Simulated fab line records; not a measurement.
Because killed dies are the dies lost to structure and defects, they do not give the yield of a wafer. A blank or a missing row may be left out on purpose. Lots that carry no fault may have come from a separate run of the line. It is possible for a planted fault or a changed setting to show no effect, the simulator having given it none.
The tool behind it: which one?    flow nand-harc    12 lots, 36 wafers sampled, at 6 steps of a route of 1159

WHAT THE GAUGES READ, wafer by wafer
NHARC_P_M0_CD_MEAS_09: the cd target is 90 nm.
lot   measured      on         cd-nm (nm)
L076  day 6 04:19   cd-sem-03  89.5 90.0 89.7
L077  day 6 12:51   cd-sem-01  89.4 89.8 90.0
L080  day 7 06:47   cd-sem-02  89.5 89.8 89.8
L081  day 7 13:31   cd-sem-01  90.2 90.0 90.1
L083  day 7 17:07   cd-sem-01  90.6 91.2 90.9
L084  day 8 09:03   cd-sem-01  89.7 89.8 89.4
L087  day 9 03:13   cd-sem-03  89.6 89.6 89.3
L089  day 9 20:43   cd-sem-02  89.7 91.1 90.4
L092  day 10 00:17  cd-sem-02  90.1 90.1 89.5
L093  day 10 07:19  cd-sem-03  89.7 90.4 90.2
L095  day 11 00:50  cd-sem-03  90.1 90.3 90.0
L096  day 11 06:28  cd-sem-02  90.4 89.9 89.8

EACH LOT AND THE TOOL THAT RAN IT (in order: tool; ch and the chambers of the sampled wafers; start)
lot   NHARC_P_GATE_ETCHBACK_37                       NHARC_P_GATE_DESCUM_48              NHARC_P_GATE_DEGAS_109        NHARC_P_CONTACT_DEP_30           NHARC_P_CONTACT_ETCH_35
L076  rie-diel-01 ch 0,1,2, day 5 13:46 or earlier   rie-diel-07 ch 0,3, day 5 13:46     pvd-sputter-03, day 5 19:16   pecvd-01 ch 0,1,2, day 5 20:17   rie-diel-06 ch 1,2,3, day 5 22:05
L077  rie-diel-01 ch 0,2,3, day 5 20:50 or earlier   rie-diel-11 ch 0,1,3, day 5 20:50   pvd-sputter-02, day 6 02:20   pecvd-02 ch 1,2, day 6 03:46     rie-diel-13 ch 1,2, day 6 05:23
L080  rie-diel-07 ch 0,1,2, day 6 18:21 or earlier   rie-diel-11 ch 0,1,3, day 6 18:21   pvd-sputter-01, day 6 23:55   pecvd-02 ch 1,2, day 7 00:56     rie-diel-10 ch 0,3, day 7 02:46
L081  rie-diel-11 ch 0,2,3, day 7 01:11 or earlier   rie-diel-07 ch 0,1,3, day 7 01:11   pvd-sputter-01, day 7 06:41   pecvd-03 ch 0,1,2, day 7 07:44   rie-diel-13 ch 0,1,3, day 7 09:26
L083  rie-diel-01 ch 0,2,3, day 7 04:19 or earlier   rie-diel-11 ch 0,2, day 7 04:19     pvd-sputter-02, day 7 10:15   pecvd-01 ch 0,1, day 7 11:16     rie-diel-10 ch 1,2,3, day 7 12:58
L084  rie-diel-11 ch 1,2,3, day 7 20:31 or earlier   rie-diel-07 ch 1,2, day 7 20:31     pvd-sputter-03, day 8 02:07   pecvd-02 ch 0,1, day 8 03:13     rie-diel-10 ch 1,3, day 8 05:07
L087  rie-diel-07 ch 0,1,3, day 8 10:27 or earlier   rie-diel-07 ch 0,1,2, day 8 10:27   pvd-sputter-03, day 8 15:48   pecvd-03 ch 0,1,2, day 8 16:50   rie-diel-06 ch 0,2,3, day 8 18:32
L089  rie-diel-01 ch 1,2,3, day 8 22:59 or earlier   rie-diel-07 ch 0,1,3, day 8 22:59   pvd-sputter-03, day 9 04:41   pecvd-01 ch 0,1, day 9 05:43     rie-diel-10 ch 0,2, day 9 07:32
L092  rie-diel-11 ch 1,2,3, day 9 11:43 or earlier   rie-diel-07 ch 0,1,2, day 9 11:43   pvd-sputter-03, day 9 17:02   pecvd-02 ch 0,1,2, day 9 18:04   rie-diel-13 ch 0,2,3, day 9 19:53
L093  rie-diel-07 ch 0,2,3, day 9 19:01 or earlier   rie-diel-07 ch 0,1,3, day 9 19:01   pvd-sputter-01, day 10 00:30  pecvd-01 ch 0,1,2, day 10 01:43  rie-diel-13 ch 0,1,3, day 10 03:24
L095  rie-diel-11 ch 0,2, day 10 11:49 or earlier    rie-diel-11 ch 1,2,3, day 10 11:49  pvd-sputter-02, day 10 18:11  pecvd-01 ch 0,2, day 10 19:16    rie-diel-10 ch 1,2,3, day 10 21:01
L096  rie-diel-01 ch 0,1,3, day 10 18:14 or earlier  rie-diel-11 ch 0,1, day 10 18:14    pvd-sputter-01, day 10 23:40  pecvd-03 ch 0,2, day 11 00:40    rie-diel-10 ch 1,2,3, day 11 02:32
- NHARC_P_GATE_ETCHBACK_37: etches the open film in CHF3/O2, target depth 34.5 nm, time 17.2 s.
- NHARC_P_GATE_DESCUM_48: chemistry O2, time 3 s.
- NHARC_P_GATE_DEGAS_109: time 60 s.
- NHARC_P_CONTACT_DEP_30: deposits SiNx, target thk 30 nm.
- NHARC_P_CONTACT_ETCH_35: etches the open film in CF4, target depth 39 nm, time 65 s.

THE ANSWER, worked out from the rows above alone
Rule: what is usual is taken from the lots themselves. Put in order of their means at a reading, lots are off if they are a third of the lots or fewer, leave a main group of 4 or more, and stand apart from it by a gap of 3 or more times the standard deviation of the main group's means; of several such gaps the widest counts. Not used: any main group whose means are identical at the precision the tables above print for the reading. A lot without any number at a reading at which 4 lots or more have one is off too. Any other lot the step has rows for is counted as sound.
None of the lots is off at any reading shown; this tells nothing.

WHAT THE SIMULATOR PUT IN
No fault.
